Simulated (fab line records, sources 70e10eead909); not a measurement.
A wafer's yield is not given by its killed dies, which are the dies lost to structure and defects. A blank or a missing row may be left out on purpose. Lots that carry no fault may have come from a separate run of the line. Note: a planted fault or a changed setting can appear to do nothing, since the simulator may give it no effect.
fab line records	flow nand-harc
[record] lots = 12	wafers = 36	last-day = 24
route steps=1159 shown A_BONDPAD@1093 THIN_TSV@1125 END@1159
lots with no fault: from the same line, run without faults
start-h: hours from the record's opening day to when the first of the lot's shown wafers began	wait-h: time in hours since the lot's previous step	" repeats the value in the row above	L1.1+2: a single row standing in for several wafers	- value missing, or start not given	* or withheld: withheld	< > ~ a bound
route shown NAME@n: names a module that has steps shown in the file, with the first one's number in the route	usual: mean/standard deviation taken from wafers without a fault	same: alike in all rows	chamber/n: place in a boat	sites: readings site by site	_std_site: the standard deviation of these	_edge_site: the outer-site mean with the inner-site mean subtracted	radius-mm: how far each site lies from the wafer's centre	mask NAME#n: copy n	behind: the tool/chamber that last shaped the wafer	hold: reason for holding the lot/hours on hold/outcome of the hold	device: names the non-switching transistor (n, p or np)	end of line: tests of these same wafers at the route's end	a step given without rows: its recipe and nothing more	killed: count of dies lost to structure and defects at first sort (not the wafer's yield)	map: a wafer's dies, x killed, . not, _ none there
set.NAME: the run value of the setting; set.NAME@STEP: its run value at that earlier step	model.NAME: the simulator's own value behind a step, which no gauge read
route steps across a sampled set of lots; one table per step, one row per wafer
services: when a tool's chamber went out of use (start-h, in hours from the record's first day, below 0 if earlier), for how many hours, and the reason
[[steps]]
[step NHARC_A_BONDPAD_INSPECT_23]
[usual] raw-defect-count = 475/120
lot.wafer	tool	chamber	start-h	wait-h	raw-defect-count
L896.1	defect-inspect-02	-	420.96	0.0	742
L896.4	"	-	"	"	569
L896.5	"	-	"	"	684
L897.2	defect-inspect-01	-	421.75	0.0	315
L897.4	"	-	"	"	324
L897.6	"	-	"	"	286
L902.4	defect-inspect-01	-	442.43	0.0	305
L902.5	"	-	"	"	367
L902.6	"	-	"	"	398
L901.3	defect-inspect-01	-	443.96	0.0	589
L901.4	"	-	"	"	600
L901.5	"	-	"	"	599
L899.3	defect-inspect-01	-	449.43	0.0	368
L899.4	"	-	"	"	416
L899.6	"	-	"	"	467
L904.2	defect-inspect-02	-	455.60	0.0	491
L904.3	"	-	"	"	377
L904.5	"	-	"	"	352
L905.1	defect-inspect-02	-	470.45	0.0	417
L905.4	"	-	"	"	661
L905.5	"	-	"	"	407
L909.2	defect-inspect-01	-	477.28	0.0	404
L909.4	"	-	"	"	351
L909.5	"	-	"	"	478
L907.1	defect-inspect-02	-	486.88	0.0	561
L907.2	"	-	"	"	444
L907.4	"	-	"	"	725
L912.2	defect-inspect-02	-	516.17	0.0	313
L912.3	"	-	"	"	321
L912.4	"	-	"	"	342
L916.1	defect-inspect-01	-	528.79	0.0	647
L916.2	"	-	"	"	685
L916.4	"	-	"	"	475
L918.1	defect-inspect-01	-	543.64	0.0	490
L918.4	"	-	"	"	584
L918.6	"	-	"	"	510
[step NHARC_THIN_TSV_ETCHBACK_48]
[recipe] target-depth-a = 10285	over-etch-frac = 0.3	time-s = 405.17	ion-energy-ev = 250	c4f8-flow-sccm = withheld	ar-flow-sccm = withheld	rf-w = 600	bias-w = 300	chemistry = C4F8/Ar
[usual] oes-product-au = 0.946/0.029	over-etch-frac = 0.3/0	rf-vpp-V = 547/3.4
lot.wafer	tool	chamber	start-h	wait-h	oes-product-au	over-etch-frac	rf-hours-counter-h	rf-vpp-V
L896.1	rie-diel-10	0	438.03	-	0.943	0.3	5	551
L896.4	"	3	"	"	0.917	0.3	5	543
L896.5	"	0	"	"	0.933	0.3	-	551
L897.2	rie-diel-13	2	440.15	-	0.963	0.3	12	545
L897.4	"	3	"	"	0.922	0.3	12	548
L897.6	"	0	"	"	0.927	0.3	-	548
L902.4	rie-diel-10	0	457.55	0.4	0.946	0.3	7	550
L902.5	"	2	"	"	0.931	0.3	-	550
L902.6	"	3	"	"	0.921	0.3	-	543
L901.3	rie-diel-06	3	458.43	-	0.964	0.3	5	541
L901.4	"	0	"	"	0.956	0.3	5	548
L901.5	"	2	"	"	0.992	0.3	-	550
L899.4	rie-diel-10	2	464.21	-	0.950	0.3	7	550
L899.3	"	3	"	"	0.948	0.3	7	541
L899.6	"	1	"	"	0.975	0.3	-	544
L904.2	rie-diel-06	3	470.32	-	0.974	0.3	5	542
L904.3	"	2	"	"	0.990	0.3	3	550
L904.5	"	0	"	"	0.952	0.3	-	545
L905.4	rie-diel-10	0	485.88	-	0.944	0.3	9	551
L905.1	"	1	"	"	0.937	0.3	9	543
L905.5	"	3	"	"	0.923	0.3	-	542
L909.2	rie-diel-06	1	492.99	-	1.002	0.3	9	551
L909.4	"	0	"	"	0.997	0.3	9	545
L909.5	"	1	"	"	1.006	0.3	-	551
L907.1	rie-diel-10	1	504.36	-	0.929	0.3	9	544
L907.2	"	2	"	"	0.926	0.3	10	549
L907.4	"	0	"	"	0.914	0.3	10	551
L912.3	rie-diel-06	3	535.94	-	1.005	0.3	14	541
L912.2	"	1	"	"	1.004	0.3	15	552
L912.4	"	3	"	"	1.004	0.12377	-	542
L916.1	rie-diel-06	0	544.10	-	0.927	0.3	13	548
L916.2	"	2	"	"	0.932	0.3	12	550
L916.4	"	3	"	"	0.915	0.12377	14	543
L918.1	rie-diel-13	1	558.57	-	0.998	0.3	6	548
L918.4	"	2	"	"	1.007	0.3	7	542
L918.6	"	1	"	"	0.998	0.3	-	548
[step NHARC_THIN_TSV_PVD_19]
[recipe] target-thk-a = 200	chamber-pressure-pa = 5	material = TaN
[usual] throttle-valve-pct = 30.2/1.4
lot.wafer	tool	chamber	start-h	wait-h	throttle-valve-pct
L896.1	pvd-sputter-01	-	-	-	30.3
L896.4	"	-	"	"	30.6
L896.5	"	-	"	"	30.7
L897.4	pvd-sputter-03	-	-	-	31.5
L897.2	"	-	"	"	30.0
L897.6	"	-	"	"	31.4
L902.4	pvd-sputter-01	-	-	-	30.7
L902.5	"	-	"	"	31.4
L902.6	"	-	"	"	30.1
L901.3	pvd-sputter-01	-	-	-	29.9
L901.4	"	-	"	"	30.5
L901.5	"	-	"	"	30.6
L899.3	pvd-sputter-02	-	-	-	31.3
L899.4	"	-	"	"	29.8
L899.6	"	-	"	"	31.0
L904.2	pvd-sputter-03	-	-	-	30.7
L904.3	"	-	"	"	31.8
L904.5	"	-	"	"	30.6
L905.4	pvd-sputter-01	-	-	-	31.5
L905.1	"	-	"	"	30.7
L905.5	"	-	"	"	31.3
L909.4	pvd-sputter-01	-	-	-	29.7
L909.2	"	-	"	"	30.8
L909.5	"	-	"	"	30.6
L907.1	pvd-sputter-01	-	-	-	30.7
L907.2	"	-	"	"	31.1
L907.4	"	-	"	"	30.7
L912.4	pvd-sputter-02	-	-	-	29.8
L912.3	"	-	"	"	31.2
L912.2	"	-	"	"	29.2
L916.2	pvd-sputter-01	-	-	-	30.0
L916.1	"	-	"	"	30.8
L916.4	"	-	"	"	31.2
L918.4	pvd-sputter-02	-	-	-	31.4
L918.1	"	-	"	"	31.2
L918.6	"	-	"	"	31.4
[step NHARC_THIN_TSV_PVD_51]
[recipe] target-thk-a = 1000	chamber-pressure-pa = 5	material = Cu
[usual] throttle-valve-pct = 30.1/1.4
lot.wafer	tool	chamber	start-h	wait-h	throttle-valve-pct
L896.4	pvd-sputter-01	-	-	-	30.9
L896.1	"	-	"	"	30.2
L896.5	"	-	"	"	30.6
L897.4	pvd-sputter-03	-	-	-	30.3
L897.2	"	-	"	"	31.5
L897.6	"	-	"	"	26.7
L902.4	pvd-sputter-01	-	-	-	31.1
L902.6	"	-	"	"	30.5
L902.5	"	-	"	"	30.7
L901.3	pvd-sputter-01	-	-	-	30.4
L901.4	"	-	"	"	31.1
L901.5	"	-	"	"	31.3
L899.3	pvd-sputter-02	-	-	-	30.0
L899.4	"	-	"	"	31.2
L899.6	"	-	"	"	30.0
L904.3	pvd-sputter-03	-	-	-	30.5
L904.2	"	-	"	"	26.7
L904.5	"	-	"	"	30.4
L905.1	pvd-sputter-01	-	-	-	31.3
L905.4	"	-	"	"	30.1
L905.5	"	-	"	"	30.6
L909.2	pvd-sputter-01	-	-	-	30.7
L909.4	"	-	"	"	30.2
L909.5	"	-	"	"	30.6
L907.4	pvd-sputter-01	-	-	-	30.7
L907.1	"	-	"	"	30.7
L907.2	"	-	"	"	31.4
L912.2	pvd-sputter-02	-	-	-	29.1
L912.3	"	-	"	"	29.8
L912.4	"	-	"	"	31.1
L916.1	pvd-sputter-01	-	-	-	30.9
L916.2	"	-	"	"	30.9
L916.4	"	-	"	"	30.4
L918.1	pvd-sputter-02	-	-	-	30.2
L918.4	"	-	"	"	30.9
L918.6	"	-	"	"	31.2
[step NHARC_END_SORT_01]
[recipe] temp-c = 25
[usual] defect-limited-yield = 95.4/1.8	killed-at-array = 27/11	killed-at-other = 0.7/1.1	killed-at-periphery = 3.4/2.1	killed-dies = 31/12	killed-open = 3.6/2	killed-short = 2.0/1.3	sort_bin_2_pct = 1.5/0.71	sort_bin_3_pct = 0.25/0.22	sort_bin_4_pct = 2.9/1.2	sort-n-pass = 646/12	sort-rim-yield-pct = 95.0/2.5	sort-yield-pct = 95.4/1.8
[same] gross-dies = 677	sort_bin_5_pct[%] = 0	sort_bin_6_pct[%] = 0	sort_bin_7_pct[%] = 0	sort_bin_8_pct[%] = 0	sort-rim-n-gross = 106.00
lot.wafer	tool	chamber	start-h	wait-h	defect-limited-yield[%]	killed-at-array	killed-at-other	killed-at-periphery	killed-dies	killed-open	killed-short	sort_bin_2_pct[%]	sort_bin_3_pct[%]	sort_bin_4_pct[%]	sort-n-pass	sort-rim-yield-pct[%]	sort-yield-pct[%]
L905.1	prober-02	0	498.36	2.5	96.8	19	0	3	22	4	2	1.3	0.15	1.8	655	97.2	96.8
L905.4	prober-02	0	500.75	3.4	96.9	19	0	2	21	8	3	0.6	0.15	2.4	656	93.4	96.9
L905.5	prober-02	0	501.54	3.7	97.9	11	0	3	14	1	3	1.0	0	1.0	663	93.4	97.9
L909.2	prober-02	0	506.88	2.8	97.3	12	3	3	18	2	3	0.6	0.59	1.5	659	96.2	97.3
L909.4	prober-02	0	508.44	3.3	94.8	34	0	1	35	5	1	1.9	0.15	3.1	642	97.2	94.8
L909.5	prober-02	0	509.23	3.6	95.9	25	2	1	28	3	1	1.6	0.30	2.2	649	97.2	95.9
L907.1	prober-02	0	518.60	2.4	92.0	50	1	3	54	7	1	3.7	0	4.3	623	95.3	92.0
L907.2	prober-02	0	519.39	2.8	91.4	55	1	2	58	4	1	2.8	0	5.8	619	93.4	91.4
L907.4	prober-02	0	520.98	3.4	90.8	56	0	6	62	3	1	1.9	0.44	6.8	615	92.5	90.8
L916.1	prober-02	0	557.17	2.6	95.3	32	0	0	32	2	1	1.8	0.44	2.5	645	97.2	95.3
L916.2	prober-02	0	557.99	2.9	93.4	42	0	3	45	5	2	3.1	0.44	3.1	632	95.3	93.4
L916.4	prober-02	0	559.63	3.5	93.8	41	0	1	42	3	1	2.5	0.15	3.5	635	95.3	93.8
L918.1	prober-01	0	570.98	2.5	97.8	14	0	1	15	2	3	0.1	0.15	1.9	662	93.4	97.8
L918.4	prober-01	0	573.46	3.5	96.8	20	0	2	22	1	3	1.3	0.30	1.6	655	96.2	96.8
L918.6	prober-01	0	575.12	4.1	96.6	20	0	3	23	4	3	0.6	0.15	2.7	654	91.5	96.6
// killed by level:class
L905.1 A_STAIRCASE:chamber-film-flake=5 A_CHANNEL_HOLE_D1:chamber-film-flake=4 A_CONTACT:chamber-film-flake=4 P_GATE:chamber-film-flake=2 A_SOURCE_PLATE:geometric-particle:short=1 A_CHANNEL_FILL_D1:geometric-particle:open=1 A_WL_FILL:geometric-particle:open=1 A_CONTACT:geometric-particle:open=1
L905.4 A_STAIRCASE:chamber-film-flake=7 A_CONTACT:geometric-particle:open=4 P_M0:geometric-particle:open=1 A_ONON_D1:geometric-particle:open=1 A_ONON_D1:geometric-particle:short=1 A_CHANNEL_FILL_D1:geometric-particle:short=1 A_WL_FILL:geometric-particle:short=1 A_WL_FILL:geometric-particle:open=1
L905.5 A_CHANNEL_HOLE_D1:chamber-film-flake=4 P_GATE:chamber-film-flake=2 A_STAIRCASE:chamber-film-flake=2 P_M0:geometric-particle:short=1 A_ONON_D1:geometric-particle:open=1 A_CHANNEL_HOLE_D1:geometric-particle:short=1 A_SGD_CUT:geometric-particle:short=1 A_ZERO_WELL:chamber-film-flake=1
L909.2 A_SLIT:chamber-film-flake=3 A_CONTACT:chamber-film-flake=3 THIN_TSV:chamber-film-flake=3 A_CHANNEL_HOLE_D1:chamber-film-flake=2 A_STAIRCASE:chamber-film-flake=2 P_STI:geometric-particle:open=1 P_GATE:geometric-particle:open=1 P_CONTACT:geometric-particle:short=1
L909.4 A_SLIT:chamber-film-flake=16 A_CHANNEL_HOLE_D1:chamber-film-flake=3 A_WL_FILL:chamber-film-flake=3 A_CONTACT:chamber-film-flake=3 A_CONTACT:geometric-particle:open=2 A_M0:chamber-film-flake=2 P_CONTACT:geometric-particle:open=1 A_WL_FILL:geometric-particle:open=1
L909.5 A_SLIT:chamber-film-flake=11 A_CHANNEL_HOLE_D1:chamber-film-flake=4 A_CONTACT:geometric-particle:open=2 THIN_TSV:chamber-film-flake=2 A_WL_FILL:chamber-film-flake=2 A_WL_FILL:geometric-particle:open=1 A_CONTACT:geometric-particle:short=1 P_M1:chamber-film-flake=1
L907.1 A_CHANNEL_HOLE_D1:chamber-film-flake=21 A_STAIRCASE:chamber-film-flake=10 A_SLIT:chamber-film-flake=7 A_CONTACT:chamber-film-flake=3 A_WL_FILL:geometric-particle:open=2 P_ZERO_WELL:chamber-film-flake=2 P_CONTACT:geometric-particle:open=1 A_ONON_D1:geometric-particle:open=1
L907.2 A_CHANNEL_HOLE_D1:chamber-film-flake=18 A_STAIRCASE:chamber-film-flake=15 A_SLIT:chamber-film-flake=12 A_CONTACT:chamber-film-flake=3 A_ONON_D1:geometric-particle:open=2 P_ZERO_WELL:chamber-film-flake=2 A_CHANNEL_FILL_D1:geometric-particle:open=1 A_WL_FILL:geometric-particle:open=1
L907.4 A_CHANNEL_HOLE_D1:chamber-film-flake=20 A_SLIT:chamber-film-flake=19 A_STAIRCASE:chamber-film-flake=12 A_CHANNEL_FILL_D1:geometric-particle:open=2 P_ZERO_WELL:chamber-film-flake=2 P_M1:chamber-film-flake=2 A_SGD_CUT:geometric-particle:short=1 A_CONTACT:geometric-particle:open=1
L916.1 A_CHANNEL_HOLE_D1:chamber-film-flake=19 A_ZERO_WELL:chamber-film-flake=4 A_WL_FILL:chamber-film-flake=2 A_CONTACT:chamber-film-flake=2 A_CHANNEL_FILL_D1:geometric-particle:open=1 A_CONTACT:geometric-particle:short=1 A_CONTACT:geometric-particle:open=1 A_STAIRCASE:chamber-film-flake=1
L916.2 A_CHANNEL_HOLE_D1:chamber-film-flake=27 A_CONTACT:chamber-film-flake=4 A_ZERO_WELL:chamber-film-flake=3 A_SGD_CUT:chamber-film-flake=3 A_CONTACT:geometric-particle:open=2 P_STI:geometric-particle:short=1 P_CONTACT:geometric-particle:open=1 A_CHANNEL_FILL_D1:geometric-particle:short=1
L916.4 A_CHANNEL_HOLE_D1:chamber-film-flake=30 A_CONTACT:chamber-film-flake=4 A_SGD_CUT:chamber-film-flake=2 P_M0:geometric-particle:open=1 A_CHANNEL_FILL_D1:geometric-particle:open=1 A_WL_FILL:geometric-particle:short=1 A_M0:geometric-particle:open=1 A_ZERO_WELL:chamber-film-flake=1
L918.1 A_CHANNEL_HOLE_D1:chamber-film-flake=5 A_CONTACT:chamber-film-flake=2 A_CHANNEL_FILL_D1:geometric-particle:short=2 A_M0:chamber-film-flake=2 P_M0:geometric-particle:open=1 A_CONTACT:geometric-particle:short=1 A_CONTACT:geometric-particle:open=1 A_SLIT:chamber-film-flake=1
L918.4 A_CHANNEL_HOLE_D1:chamber-film-flake=10 A_CONTACT:chamber-film-flake=3 A_SOURCE_PLATE:geometric-particle:short=1 A_CHANNEL_FILL_D1:geometric-particle:short=1 A_WL_FILL:geometric-particle:short=1 A_WL_FILL:geometric-particle:open=1 P_GATE:chamber-film-flake=1 P_CONTACT:chamber-film-flake=1
L918.6 A_CHANNEL_HOLE_D1:chamber-film-flake=6 A_CONTACT:geometric-particle:open=3 P_GATE:chamber-film-flake=3 A_STAIRCASE:chamber-film-flake=3 A_SLIT:chamber-film-flake=2 A_M0:chamber-film-flake=2 A_SOURCE_PLATE:geometric-particle:short=1 A_ONON_D1:geometric-particle:short=1
[[services]]
tool	chamber	start-h	hours	kind
rie-diel-06	2	415.99	9.5	repair
rie-diel-06	-	418.20	9.0	pm
rie-diel-06	0	418.20	9.0	vent-cycle
rie-diel-06	1	418.20	9.0	vent-cycle
rie-diel-06	3	418.20	9.0	vent-cycle
rie-diel-13	3	420.67	5.7	repair
rie-diel-06	0	427.20	-	clean
rie-diel-06	1	427.20	-	clean
rie-diel-13	-	427.85	0.7	repair
pvd-sputter-03	-	435.41	0.5	repair
rie-diel-06	2	435.55	8.1	repair
rie-diel-13	-	453.00	9.0	pm
pvd-sputter-03	-	458.04	10.0	pm
pvd-sputter-01	-	464.33	4.0	repair
rie-diel-13	3	482.86	5.8	repair
rie-diel-13	3	489.95	1.2	repair
pvd-sputter-03	-	495.71	0.8	repair
rie-diel-13	1	508.23	7.8	repair
rie-diel-10	3	513.02	10.8	repair
pvd-sputter-01	-	519.53	10.0	pm
rie-diel-06	0	526.30	10.8	repair
rie-diel-10	-	530.50	9.0	pm
rie-diel-06	-	539.52	0.4	repair
pvd-sputter-02	-	547.95	1.1	repair
[[key]]
[first-sign] step = NHARC_THIN_TSV_ETCHBACK_48	reading = over-etch-frac	direction = down	sigmas = 99+	usual = 0.3	struck = 0.12377
effect none on later readings
met-at NHARC_THIN_TSV_ETCHBACK_48
struck-lots L912,L916
struck-wafers L912.4,L916.4
not-acting-at NHARC_A_BONDPAD_INSPECT_23,NHARC_THIN_TSV_PVD_19,NHARC_THIN_TSV_PVD_51
onset-between 492.99 535.94
[fault] kind = process-parameter-drift	tool = rie-diel-06	chamber = -	onset-h = 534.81	steps = NHARC_THIN_TSV_ETCHBACK_48	channel = over-etch-frac	offset = -0.17623	shape = step	end-h = 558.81	scope = struck-wafers-only	acts-in = these-recipes-only	stated = 0.3
